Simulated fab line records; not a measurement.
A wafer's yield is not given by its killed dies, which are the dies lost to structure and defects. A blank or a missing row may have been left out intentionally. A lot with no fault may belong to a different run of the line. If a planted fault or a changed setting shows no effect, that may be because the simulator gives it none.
Matching of chambers | flow n5_finfet | rie_si-01 running N5_FIN_SAQP_MANDREL_ETCH_58: 4 sister chambers
The step etches a-Si in HBr/Cl2, stops on SiNx, target depth 45 nm, bt time 10 s, time 27 s. 14 wafers are shown with their chamber, then 7 later ones without.

## WAFERS, EACH WITH ITS CHAMBER
wafer  | chamber | drypump_motor_current_A (A) | throttle_valve_pct (%) | oes_product_au (a.u.)
L731.2 | 0       | 4.6                         | 35.81                  | 0.707
L731.3 | 1       | 5.6                         | 35.45                  | 0.721
L731.6 | 2       | 5.0                         | 35.48                  | 0.702
L739.3 | 1       | 5.6                         | 35.45                  | 0.717
L739.4 | 3       | 5.8                         | 35.46                  | 0.671
L739.6 | 0       | 4.6                         | 35.77                  | 0.703
L742.1 | 2       | 5.0                         | 35.48                  | 0.695
L742.2 | 0       | 4.7                         | 35.80                  | 0.704
L742.5 | 2       | 5.0                         | 35.47                  | 0.697
L744.2 | 0       | 4.6                         | 35.80                  | 0.699
L744.3 | 3       | 5.8                         | 35.45                  | 0.681
L744.4 | 1       | 5.6                         | 35.45                  | 0.722
L747.1 | 3       | 5.7                         | 35.43                  | 0.674
L747.3 | 2       | 5.0                         | 35.48                  | 0.696

SIGNATURES, as means of the wafers listed above
reading                 | chamber 0 | chamber 1 | chamber 2 | chamber 3 | scatter within a chamber
drypump_motor_current_A | 4.625     | 5.600     | 5.000     | 5.767     | 0.0376
throttle_valve_pct      | 35.7950   | 35.4500   | 35.4775   | 35.4467   | 0.012
oes_product_au          | 0.70325   | 0.72000   | 0.69750   | 0.67533   | 0.00358
Rule: distance of a wafer from a chamber = root of the sum over the readings of ((wafer's reading minus chamber's mean) / reading's scatter) squared. If the next closest chamber is less than 2 further off than the closest, the wafer can't be placed; otherwise it belongs to the closest. The scatter: take each reading less its chamber's mean, square it, sum over the shown wafers, divide by the number of wafers less the number of chambers, and take the root.

## WAFERS WITHOUT THEIR CHAMBER
wafer  | drypump_motor_current_A (A) | throttle_valve_pct (%) | oes_product_au (a.u.)
L747.4 | 5.6                         | 35.44                  | 0.727
L751.1 | 5.0                         | 35.48                  | 0.683
L751.3 | 4.6                         | 35.82                  | 0.701
L751.5 | 5.8                         | 35.43                  | 0.674
L753.3 | 5.0                         | 35.51                  | 0.689
L753.4 | 5.7                         | 35.66                  | 0.695
L753.5 | 5.0                         | 35.48                  | 0.696

## CHAMBER TAKEN BY EACH
wafer  | from the rows above     | in truth
L747.4 | 1                       | 1
L751.1 | 2                       | 2
L751.3 | 0                       | 0
L751.5 | 3                       | 3
L753.3 | 2                       | 2
L753.4 | can't be placed: 3 or 1 | 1
L753.5 | 2                       | 2
Correct placement for 6 of the 7. Unplaceable from these rows: 1, with the true chamber sitting among the candidates in 1. Placed wrongly: 0.
